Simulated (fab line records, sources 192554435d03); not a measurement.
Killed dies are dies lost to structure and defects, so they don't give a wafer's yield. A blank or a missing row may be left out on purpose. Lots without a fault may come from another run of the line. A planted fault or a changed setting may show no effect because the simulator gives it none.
fab line records | flow n5_finfet
record lots=7 wafers=21
route steps=1938 shown BEOL_M3@972 BEOL_M4@1053 BEOL_M5@1119 BEOL_M6@1198 BEOL_M7@1266
start_h: hours from the record's first day to the start of the lot's first wafer shown | wait_h: hours since the lot's step before | " the same as in the row above | L1.1+2: a row that stands for several wafers | - no value, or no start given | * or withheld: withheld | < > ~ a bound
route shown NAME@n: a module of which the file shows steps, and the number in the route of the first | usual: mean/standard deviation of fault-free wafers | same: alike in all rows | chamber/n: place in a boat | sites: the reading at each site | _std_site: their standard deviation | _edge_site: outer sites' mean less inner sites' | radius_mm: how far each site lies from the wafer's centre | mask NAME#n: copy n | behind: the tool/chamber that last shaped the wafer | hold: why the lot was held/for how many hours/how that ended | device: the transistor (n, p or np) that didn't switch | end of line: the same wafers' tests at the end of the route | a step without rows: its recipe alone | killed: dies lost to structure and defects at the first sort, not the wafer's yield | map: a wafer's dies, x killed, . not, _ none there
set.NAME: the setting as run; set.NAME@STEP: as run at that earlier step | model.NAME: the simulator's own value behind a step, which no gauge read
lots whose settings were changed on purpose; a table a step, a row a wafer
## steps
# step N5_BEOL_M3_ALD_98
# recipe material=SiO2 target_thk_a=25 temp_c=100 ald_precursor_family=BDEAS ald_co_reactant=O2-plasma pulse_time_s=1 co_reactant_pulse_time_s=1 purge_time_s=2 co_reactant_purge_time_s=2 ald_cycles=17 pressure_torr=2
# columns lot.wafer tool chamber start_h wait_h set.ald_cycles model.SiO2_of_BEOL_M3_ALD_98.thk_nm
L075.1+4 ald_sin-04 2,1 163.14 0.1 17 2.4
L075.2 " 0 " " 17 2.6
L086.2 ald_sin-01 2 227.70 0.4 17 2.4
L086.3+4 " 0,3 " " 17 2.6
L087.2+4 ald_sin-04 2,3 248.76 0.1 17 2.6
L087.5 " 1 " " 17 2.4
L090.1 ald_sin-03 3 255.57 0.1 17 2.4
L090.3+4 " 2,1 " " 19 2.8
L092.2+3+5 ald_sin-01 0,1,0 263.35 0.2 17 2.6
L091.1 ald_sin-03 1 270.08 0.1 17 2.6
L091.3+5 " 2,0 " " 15 2.2
L093.1+4+5 ald_sin-03 3,1,3 270.27 0.1 17 2.4
# step N5_BEOL_M4_EXPOSE_25
# recipe mask_id=V3 na=0.33 source_shape=quasar sigma_inner=0.2 sigma_outer=0.8 polarization=unpolarized defocus_nm=5 dose_mj=63
# columns lot.wafer tool chamber start_h wait_h mask set.dose_mj
L075.1+2 euv_scanner-02 0 171.63 - V3#0 58.49
L075.4 " 0 " " V3#0 63
L086.2+3+4 euv_scanner-02 0 252.04 - V3#0 63
L087.2+4+5 euv_scanner-01 0 257.32 - V3#0 63
L090.1+4 euv_scanner-02 0 269.17 - V3#0 63
L090.3 " 0 " " V3#0 60.49
L092.2+5 euv_scanner-02 0 278.40 - V3#0 66.65
L092.3 " 0 " " V3#0 63
L093.1+4 euv_scanner-01 0 282.71 - V3#0 66.92
L093.5 " 0 " " V3#0 63
L091.1+5 euv_scanner-01 0 283.80 - V3#0 67.67
L091.3 " 0 " " V3#0 63
# step N5_BEOL_M4_PEB_26
# recipe peb_temp_c=100 peb_time_s=60 resist=CAR-EUV
# step N5_BEOL_M4_DEVELOP_27
# recipe develop_time_s=30 developer=TMAH resist=CAR-EUV rinse_liquid=surfactant_rinse dry=air_spin dev_temp_c=23
# step N5_BEOL_M4_CD_MEAS_28
# recipe target_cd_nm=26.2 landing_energy_ev=500 detector=se_inlens target_cd_y_nm=24.1 polarity=opening
# usual cd_nm=26.20/0.24
# columns lot.wafer tool chamber start_h wait_h set.dose_mj@BEOL_M4_EXPOSE_25 cd_nm
L075.1 cd_sem-03 0 171.78 - 58.49 24.88
L075.2 " 0 " " 58.49 24.70
L075.4 " 0 " " 63 26.04
L086.2 cd_sem-01 0 252.18 - 63 26.25
L086.3 " 0 " " 63 26.12
L086.4 " 0 " " 63 26.14
L087.2 cd_sem-02 0 257.46 - 63 26.47
L087.4 " 0 " " 63 26.19
L087.5 " 0 " " 63 26.27
L090.1 cd_sem-01 0 269.31 - 63 26.44
L090.3 " 0 " " 60.49 25.40
L090.4 " 0 " " 63 26.52
L092.2 cd_sem-01 0 278.54 - 66.65 27.60
L092.3 " 0 " " 63 26.45
L092.5 " 0 " " 66.65 27.00
L093.1 cd_sem-01 0 282.85 - 66.92 27.31
L093.4 " 0 " " 66.92 27.23
L093.5 " 0 " " 63 26.04
L091.1 cd_sem-03 0 283.95 - 67.67 27.40
L091.3 " 0 " " 63 26.48
L091.5 " 0 " " 67.67 27.86
# step N5_BEOL_M5_COAT_71
# recipe resist=underlayer temp_c=205 time_s=60 spin_rpm=1500 resist_thk_nm=5
# columns lot.wafer tool chamber start_h wait_h set.spin_rpm
L075.1+4 litho_track-01 0 - - 1631
L075.2 " 0 " " 1500
L086.2+3+4 litho_track-01 0 - - 1500
L087.2+4 litho_track-01 0 - - 1500
L087.5 " 0 " " 1395
L090.1+3 litho_track-03 0 - - 1500
L090.4 " 0 " " 1410
L092.2+5 litho_track-02 0 - - 1500
L092.3 " 0 " " 1575
L091.1+5 litho_track-01 0 - - 1500
L091.3 " 0 " " 1595
L093.1+4+5 litho_track-02 0 - - 1500
# step N5_BEOL_M5_COAT_05
# recipe resist=CAR-EUV spin_rpm=1500 resist_thk_nm=30
# columns lot.wafer tool chamber start_h wait_h set.spin_rpm
L075.1+2+4 litho_track-01 0 - - 1436
L086.2+3+4 litho_track-01 0 - - 1500
L087.2+4+5 litho_track-01 0 - - 1500
L090.1+3+4 litho_track-03 0 - - 1500
L092.2+3+5 litho_track-02 0 - - 1500
L091.1+3+5 litho_track-01 0 - - 1500
L093.1+4 litho_track-02 0 - - 1500
L093.5 " 0 " " 1607
# step N5_BEOL_M5_EBR_07
# recipe solvent=PGMEA ebr_width_mm=1.5
# step N5_BEOL_M5_SOFTBAKE_06
# recipe temp_c=110 time_s=60 resist=CAR-EUV
# step N5_BEOL_M5_DESCUM_16
# recipe chemistry=O2 time_s=7 source_power_w=50 bias_power_w=20 pressure_mtorr=20 rf_frequency_hz=2.712e+07 temp_c=40 resist=CAR-EUV o2_flow_sccm=225
# step N5_BEOL_M5_ETCH_72
# recipe chemistry=N2/H2 target=underlayer target_depth_a=65 mask_material=CAR-EUV time_s=5.2 ion_energy_ev=200 pressure_mtorr=30 source_w=840 bias_w=150 n2_flow_sccm=200 h2_flow_sccm=200 ends=cleared
# columns lot.wafer tool chamber start_h wait_h set.spin_rpm@BEOL_M5_COAT_71 model.etch.depth_nm
L075.1 rie_diel-04 0 190.19 0.0 1631 4.808
L075.2 " 1 " " 1500 5
L075.4 " 2 " " 1631 4.803
L086.2 rie_diel-04 3 276.49 0.0 1500 5.026
L086.3 " 2 " " 1500 5.015
L086.4 " 3 " " 1500 5.019
L087.2 rie_diel-02 2 282.04 0.0 1500 5.009
L087.4 " 1 " " 1500 5.012
L087.5 " 3 " " 1395 5.182
L090.1 rie_diel-02 0 290.92 0.0 1500 5.017
L090.3 " 1 " " 1500 5.009
L090.4 " 3 " " 1410 5.176
L092.2 rie_diel-04 2 293.55 0.0 1500 4.983
L092.3 " 3 " " 1575 4.856
L092.5 " 2 " " 1500 4.994
L091.1 rie_diel-04 2 297.06 0.0 1500 5.01
L091.3 " 0 " " 1595 4.859
L091.5 " 1 " " 1500 5.014
L093.1+4 rie_diel-05 1,3 297.71 0.0 1500 5.018
L093.5 " 2 " " 1500 5.021
# step N5_BEOL_M6_HM_DEP_02
# recipe material=TiN target_thk_a=200 temp_c=25 chamber_pressure_pa=0.49996
# columns lot.wafer tool chamber start_h wait_h set.target_thk_a model.TiN_of_BEOL_M6_HM_DEP_02.thk_nm
L075.1 pvd_sputter-02 - 204.43 2.5 225.4 22.2
L075.2 " - " " 225.4 22.6
L075.4 " - " " 200 20
L086.2+4 pvd_sputter-03 - 287.97 1.3 200 20
L086.3 " - " " 200 19.8
L087.2 pvd_sputter-01 - 292.86 1.5 200 20.2
L087.4 " - " " 200 20
L087.5 " - " " 210.5 21.4
L090.1+3 pvd_sputter-02 - 303.25 2.3 200 20
L090.4 " - " " 175.8 17.6
L092.2+3+5 pvd_sputter-03 - 304.15 0.9 209.7 21
L091.1 pvd_sputter-01 - 306.74 0.8 176.6 17.8
L091.3+5 " - " " 200 20
L093.1 pvd_sputter-02 - 310.02 2.1 200 20
L093.4 " - " " 208 20.6
L093.5 " - " " 200 19.8
# step N5_BEOL_M6_EXPOSE_08
# recipe mask_id=M6 na=1.35 source_shape=dipole sigma_inner=0.817 sigma_outer=0.97 polarization=te dose_mj=68.25
# columns lot.wafer tool chamber start_h wait_h mask set.dose_mj
L075.1+2 arfi_scanner-03 0 204.80 - M6#0 63.89
L075.4 " 0 " " M6#0 68.25
L086.2+3+4 arfi_scanner-01 0 288.22 - M6#0 68.25
L087.2+4 arfi_scanner-03 0 293.24 - M6#0 68.25
L087.5 " 0 " " M6#0 71.89
L090.1 arfi_scanner-02 0 303.62 - M6#0 68.25
L090.3+4 " 0 " " M6#0 63.61
L092.2+3+5 arfi_scanner-02 0 304.40 - M6#0 68.25
L091.1 arfi_scanner-03 0 307.11 - M6#0 68.25
L091.3+5 " 0 " " M6#0 65.63
L093.1+4+5 arfi_scanner-01 0 310.39 - M6#0 68.25
# step N5_BEOL_M6_PEB_09
# recipe peb_temp_c=withheld peb_time_s=60 resist=CAR-ArF
# step N5_BEOL_M6_DEVELOP_10
# recipe develop_time_s=30 developer=TMAH resist=CAR-ArF rinse_liquid=diw dry=air_spin dev_temp_c=23
# step N5_BEOL_M6_CD_MEAS_11
# recipe target_cd_nm=38.5 landing_energy_ev=500 detector=se_inlens polarity=opening
# usual cd_nm=38.8/0.48
# columns lot.wafer tool chamber start_h wait_h set.dose_mj@BEOL_M6_EXPOSE_08 cd_nm
L075.1 cd_sem-01 0 204.93 - 63.89 34.7
L075.2 " 0 " " 63.89 34.7
L075.4 " 0 " " 68.25 38.4
L086.2 cd_sem-01 0 288.35 - 68.25 38.5
L086.3 " 0 " " 68.25 39.8
L086.4 " 0 " " 68.25 38.4
L087.2 cd_sem-03 0 293.36 - 68.25 39.0
L087.4 " 0 " " 68.25 39.3
L087.5 " 0 " " 71.89 42.1
L090.1 cd_sem-01 0 303.75 - 68.25 38.8
L090.3 " 0 " " 63.61 35.2
L090.4 " 0 " " 63.61 34.5
L092.2 cd_sem-02 0 304.52 - 68.25 38.5
L092.3 " 0 " " 68.25 39.1
L092.5 " 0 " " 68.25 39.0
L091.1 cd_sem-02 0 307.24 - 68.25 38.6
L091.3 " 0 " " 65.63 37.2
L091.5 " 0 " " 65.63 36.8
L093.1 cd_sem-03 0 310.52 - 68.25 39.4
L093.4 " 0 " " 68.25 39.0
L093.5 " 0 " " 68.25 39.1
# step N5_BEOL_M6_DESCUM_16
# recipe chemistry=O2 time_s=7.9 source_power_w=50 bias_power_w=20 pressure_mtorr=20 rf_frequency_hz=2.712e+07 temp_c=40 resist=CAR-ArF o2_flow_sccm=225
# step N5_BEOL_M6_ETCH_61
# recipe chemistry=CF4 target=SiARC target_depth_a=455 mask_material=CAR-ArF time_s=75.8 ion_energy_ev=80 pressure_mtorr=40 source_w=545 bias_w=36 Ar_flow_sccm=100 cf4_flow_sccm=100 ends=cleared
# columns lot.wafer tool chamber start_h wait_h set.dose_mj@BEOL_M6_EXPOSE_08 model.BEOL_M6.cd_offset_nm
L075.1 rie_diel-01 2 205.05 0.0 63.89 -3.8
L075.2 " 1 " " 63.89 -3.4
L075.4 " 3 " " 68.25 0
L086.2 rie_diel-06 0 288.58 0.0 68.25 0.6
L086.3 " 3 " " 68.25 1.6
L086.4 " 1 " " 68.25 0.4
L087.2+4 rie_diel-01 0,3 293.81 0.0 68.25 0.6
L087.5 " 0 " " 71.89 3.8
L090.1 rie_diel-01 0 303.99 0.0 68.25 0.2
L090.3 " 1 " " 63.61 -3
L090.4 " 3 " " 63.61 -3.8
L092.2 rie_diel-01 3 304.64 0.0 68.25 -0.4
L092.3 " 1 " " 68.25 0.6
L092.5 " 0 " " 68.25 0.4
L091.1 rie_diel-01 1 307.36 0.0 68.25 0
L091.3 " 3 " " 65.63 -1.2
L091.5 " 3 " " 65.63 -2
L093.1 rie_diel-06 3 310.64 0.0 68.25 0.4
L093.4 " 1 " " 68.25 0.6
L093.5 " 0 " " 68.25 1
# step N5_BEOL_M6_ETCH_62
# recipe chemistry=N2/H2 target=SOC target_depth_a=1100 overetch_a=220 mask_material=SiARC temp_c=40 time_s=165 ion_energy_ev=200 pressure_mtorr=30 source_w=840 bias_w=150 n2_flow_sccm=200 h2_flow_sccm=200
# columns lot.wafer tool chamber start_h wait_h set.dose_mj@BEOL_M6_EXPOSE_08 model.BEOL_M6.cd_offset_nm
L075.1 rie_diel-01 2 205.11 0.0 63.89 -3.8
L075.2 " 1 " " 63.89 -3.6
L075.4 " 3 " " 68.25 -0.2
L086.2+4 rie_diel-06 0,1 288.63 0.0 68.25 0.6
L086.3 " 3 " " 68.25 1.6
L087.2 rie_diel-01 0 293.86 0.0 68.25 0.2
L087.4 " 3 " " 68.25 0.4
L087.5 " 0 " " 71.89 3.2
L090.1 rie_diel-01 0 304.04 0.0 68.25 -0.4
L090.3 " 1 " " 63.61 -2.8
L090.4 " 3 " " 63.61 -3.8
L092.2 rie_diel-01 3 304.70 0.0 68.25 -0.2
L092.3 " 1 " " 68.25 0.8
L092.5 " 0 " " 68.25 0
L091.1 rie_diel-01 1 307.42 0.0 68.25 0
L091.3 " 3 " " 65.63 -1.2
L091.5 " 3 " " 65.63 -2
L093.1 rie_diel-06 3 310.70 0.0 68.25 0.2
L093.4 " 1 " " 68.25 0.8
L093.5 " 0 " " 68.25 1
# step N5_BEOL_M6_STRIP_68
# recipe chemistry=N2/H2 temp_c=40 n2_flow_sccm=200 h2_flow_sccm=200 rf_frequency_hz=6e+07
# step N5_BEOL_M6_STRIP_67
# recipe chemistry=CF4 resist=SiARC power_w=300 bias_power_w=75 pressure_mtorr=50 cf4_flow_sccm=150 rf_frequency_hz=6e+07
# step N5_BEOL_M6_HM_OPEN_17
# recipe chemistry=Cl2/BCl3 target_depth_a=200 overetch_a=60 target=TiN mask_material=SOC ion_energy_ev=150 pressure_mtorr=10 icp_w=1000 bias_w=126 Cl2_flow_sccm=53.25 bcl3_flow_sccm=21.75 Ar_flow_sccm=25
# columns lot.wafer tool chamber start_h wait_h set.target_thk_a@BEOL_M6_HM_DEP_02 set.dose_mj@BEOL_M6_EXPOSE_08 model.BEOL_M6.cd_offset_nm model.etch.depth_nm
L075.1 rie_metal-03 0 205.29 0.0 225.4 63.89 -4 22.25
L075.2 " 1 " " 225.4 63.89 -3.6 22.5
L075.4 " 0 " " 200 68.25 -0.2 20.09
L086.2 rie_metal-03 0 288.82 0.0 200 68.25 0.6 19.93
L086.3 " 1 " " 200 68.25 1.6 19.84
L086.4 " 0 " " 200 68.25 0.6 20.05
L087.2 rie_metal-01 1 294.05 0.0 200 68.25 0 20.15
L087.4 " 1 " " 200 68.25 0.4 20.04
L087.5 " 0 " " 210.5 71.89 3 21.39
L090.1 rie_metal-03 0 304.23 0.0 200 68.25 -0.6 19.93
L090.3 " 0 " " 200 63.61 -3 19.97
L090.4 " 1 " " 175.8 63.61 -3.8 17.63
L092.2 rie_metal-01 1 304.89 0.0 209.7 68.25 -0.2 21.04
L092.3 " 1 " " 209.7 68.25 0.8 20.9
L092.5 " 0 " " 209.7 68.25 -0.2 20.97
L091.1 rie_metal-03 0 307.60 0.0 176.6 68.25 -0.2 17.84
L091.3 " 0 " " 200 65.63 -1.2 20.09
L091.5 " 0 " " 200 65.63 -2 20.08
L093.1 rie_metal-02 1 310.89 0.0 200 68.25 0.2 19.96
L093.4 " 1 " " 208 68.25 0.8 20.5
L093.5 " 1 " " 200 68.25 1 19.86
# step N5_BEOL_M6_STRIP_19
# recipe chemistry=O2 power_w=400 temp_c=40 pressure_mtorr=30 rf_frequency_hz=6e+07 bias_power_w=0 overash_fraction=0.2 o2_flow_sccm=225
# step N5_BEOL_M6_CD_MEAS_18
# recipe pitch_nm=80 target_cd_nm=40
# usual cd_nm=40.2/0.58
# columns lot.wafer tool chamber start_h wait_h set.dose_mj@BEOL_M6_EXPOSE_08 cd_nm
L075.1 cd_sem-01 - 205.47 0.0 63.89 36.2
L075.2 " - " " 63.89 36.2
L075.4 " - " " 68.25 39.9
L086.2 cd_sem-01 - 289.28 0.1 68.25 40.8
L086.3 " - " " 68.25 41.3
L086.4 " - " " 68.25 40.9
L087.2 cd_sem-02 - 294.24 0.1 68.25 39.9
L087.4 " - " " 68.25 40.4
L087.5 " - " " 71.89 43.0
L090.1 cd_sem-03 - 304.44 0.1 68.25 39.5
L090.3 " - " " 63.61 37.2
L090.4 " - " " 63.61 36.2
L092.2 cd_sem-01 - 305.07 0.1 68.25 39.9
L092.3 " - " " 68.25 40.6
L092.5 " - " " 68.25 39.5
L091.1 cd_sem-03 - 307.78 0.0 68.25 40.1
L091.3 " - " " 65.63 38.8
L091.5 " - " " 65.63 38.0
L093.1 cd_sem-02 - 311.19 0.0 68.25 40.1
L093.4 " - " " 68.25 40.9
L093.5 " - " " 68.25 40.8
# step N5_BEOL_M6_COAT_63
# recipe resist=SOC temp_c=250 time_s=60 spin_rpm=1500 resist_thk_nm=60
# step N5_BEOL_M6_COAT_64
# recipe resist=SiARC temp_c=220 time_s=60 spin_rpm=1500 resist_thk_nm=12
# step N5_BEOL_M6_STRIP_76
# recipe chemistry=C4F6/O2 resist=SiARC rf_frequency_hz=6e+07
# step N5_BEOL_M6_STRIP_36
# recipe chemistry=N2/H2 power_w=450 temp_c=40 pressure_mtorr=20 rf_frequency_hz=6e+07 overash_fraction=0.3 bias_power_w=7 h2_frac=0.5 n2_flow_sccm=200 h2_flow_sccm=200
# step N5_BEOL_M6_TRENCH_ETCH_37
# recipe chemistry=C4F6/O2 target_depth_a=944.35 target=SiCOH_lowk time_s=31.5 ion_energy_ev=250 pressure_mtorr=30 source_w=345 bias_w=185 Ar_flow_sccm=300 C4F6_flow_sccm=10 O2_flow_sccm=10
# columns lot.wafer tool chamber start_h wait_h set.target_thk_a@BEOL_M6_HM_DEP_02 model.TiN_of_BEOL_M6_HM_DEP_02.thk_nm
L075.1 rie_diel-06 3 - - 225.4 19.6
L075.2 " 2 " " 225.4 19.8
L075.4 " 1 " " 200 17.4
L086.2+3+4 rie_diel-03 2,0,1 - - 200 17.2
L087.2+4 rie_diel-01 1,0 - - 200 17.4
L087.5 " 1 " " 210.5 18.6
L092.2 rie_diel-06 0 - - 209.7 18.4
L092.3+5 " 3 " " 209.7 18.2
L090.1+3 rie_diel-06 0,3 - - 200 17.2
L090.4 " 1 " " 175.8 15
L091.1 rie_diel-01 3 - - 176.6 15.2
L091.3+5 " 1,0 " " 200 17.4
L093.1+5 rie_diel-01 0,3 - - 200 17.2
L093.4 " 1 " " 208 17.8
# step N5_BEOL_M6_ETCH_41
# recipe chemistry=CH3F/O2 target=SiCN target_depth_a=297 taper_deg=2 time_s=52 ion_energy_ev=120 mask_material=TiN pressure_mtorr=30 source_w=395 bias_w=75 Ar_flow_sccm=150 CH3F_flow_sccm=30 O2_flow_sccm=20
# step N5_BEOL_M6_STRIP_80
# recipe chemistry=N2/H2 time_s=10 power_w=450 temp_c=40 pressure_mtorr=20 rf_frequency_hz=6e+07 bias_power_w=7 n2_flow_sccm=200 h2_flow_sccm=200
# step N5_BEOL_M6_PRECLEAN_42
# recipe chemistry=residue_remover time_s=60 temp_c=40
# step N5_BEOL_M6_SRD_43
# recipe time_s=30 temp_c=23 rinse_liquid=diw dry=ipa_marangoni
# step N5_BEOL_M6_CD_MEAS_35
# recipe target_cd_nm=40 target_cd_y_nm=28 polarity=opening
# usual cd_nm=40.1/0.61
# columns lot.wafer tool chamber start_h wait_h set.dose_mj@BEOL_M6_EXPOSE_08 cd_nm
L075.1 cd_sem-02 - 207.54 0.0 63.89 35.9
L075.2 " - " " 63.89 36.2
L075.4 " - " " 68.25 39.9
L086.2 cd_sem-01 - 290.61 0.0 68.25 40.2
L086.3 " - " " 68.25 41.4
L086.4 " - " " 68.25 40.3
L087.2 cd_sem-02 - 295.38 0.0 68.25 39.9
L087.4 " - " " 68.25 40.5
L087.5 " - " " 71.89 43.1
L092.2 cd_sem-02 - 306.16 0.0 68.25 39.9
L092.3 " - " " 68.25 40.8
L092.5 " - " " 68.25 39.5
L090.1 cd_sem-03 - 306.56 0.0 68.25 39.5
L090.3 " - " " 63.61 37.3
L090.4 " - " " 63.61 36.3
L091.1 cd_sem-03 - 310.60 0.0 68.25 40.0
L091.3 " - " " 65.63 38.9
L091.5 " - " " 65.63 38.3
L093.1 cd_sem-02 - 317.46 0.0 68.25 40.0
L093.4 " - " " 68.25 41.1
L093.5 " - " " 68.25 40.8
# step N5_BEOL_M7_PECVD_70
# recipe material=SiO2 target_thk_a=200 temp_c=400 precursor=TEOS/O2 pressure_torr=5.5 rf_w=450 teos_flow_sccm=53.8 gas=O2 flow_sccm=3000 time_s=22.7
# columns lot.wafer tool chamber start_h wait_h set.temp_c model.SiO2_of_BEOL_M7_PECVD_70.thk_nm
L075.1 pecvd-04 0 210.48 0.0 400 19.6
L075.2 " 1 " " 400 20.2
L075.4 " 0 " " 388.8 21.6
L086.2 pecvd-02 1 294.84 0.0 400 19.8
L086.3 " 2 " " 400 19.6
L086.4 " 1 " " 400 20.2
L087.2 pecvd-04 2 299.33 0.0 407.4 18.6
L087.4 " 0 " " 400 20
L087.5 " 1 " " 407.4 19.2
L090.1 pecvd-02 2 309.78 0.0 411.4 18
L090.3 " 1 " " 400 20
L090.4 " 2 " " 411.4 18.6
L092.2+3+5 pecvd-04 1,2,0 310.58 0.0 400 19.6
L091.1 pecvd-02 2 314.12 0.0 400 19.6
L091.3 " 0 " " 387.8 20.8
L091.5 " 1 " " 387.8 21.6
L093.1 pecvd-01 1 321.57 0.0 388.4 21.4
L093.4 " 1 " " 400 20
L093.5 " 2 " " 400 20.2
## key
split step=N5_BEOL_M3_ALD_98 setting=ald_cycles stated=17 by=wafer
response step=N5_BEOL_M3_ALD_98 reading=model.SiO2_of_BEOL_M3_ALD_98.thk_nm change=+0.034 per=1% r=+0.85
split step=N5_BEOL_M4_EXPOSE_25 setting=dose_mj stated=63 by=wafer
response step=N5_BEOL_M4_CD_MEAS_28 reading=cd_nm change=+0.177 per=1% r=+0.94
split step=N5_BEOL_M5_COAT_71 setting=spin_rpm stated=1500 by=wafer
response step=N5_BEOL_M5_ETCH_72 reading=model.etch.depth_nm change=-0.0243 per=1% r=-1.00
split step=N5_BEOL_M5_COAT_05 setting=spin_rpm stated=1500 by=wafer
response none clear
split step=N5_BEOL_M6_HM_DEP_02 setting=target_thk_a stated=200 by=wafer
response step=N5_BEOL_M6_HM_DEP_02 reading=model.TiN_of_BEOL_M6_HM_DEP_02.thk_nm change=+0.194 per=1% r=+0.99
response step=N5_BEOL_M6_HM_OPEN_17 reading=model.etch.depth_nm change=+0.19 per=1% r=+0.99
response step=N5_BEOL_M6_TRENCH_ETCH_37 reading=model.TiN_of_BEOL_M6_HM_DEP_02.thk_nm change=+0.185 per=1% r=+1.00
split step=N5_BEOL_M6_EXPOSE_08 setting=dose_mj stated=68.25 by=wafer
response step=N5_BEOL_M6_CD_MEAS_11 reading=cd_nm change=+0.555 per=1% r=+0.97
response step=N5_BEOL_M6_ETCH_61 reading=model.BEOL_M6.cd_offset_nm change=+0.543 per=1% r=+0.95
response step=N5_BEOL_M6_ETCH_62 reading=model.BEOL_M6.cd_offset_nm change=+0.489 per=1% r=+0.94
response step=N5_BEOL_M6_HM_OPEN_17 reading=model.BEOL_M6.cd_offset_nm change=+0.479 per=1% r=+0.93
response step=N5_BEOL_M6_CD_MEAS_18 reading=cd_nm change=+0.497 per=1% r=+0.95
response step=N5_BEOL_M6_CD_MEAS_35 reading=cd_nm change=+0.487 per=1% r=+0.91
split step=N5_BEOL_M7_PECVD_70 setting=temp_c stated=400 by=wafer
response step=N5_BEOL_M7_PECVD_70 reading=model.SiO2_of_BEOL_M7_PECVD_70.thk_nm change=-0.547 per=1% r=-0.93
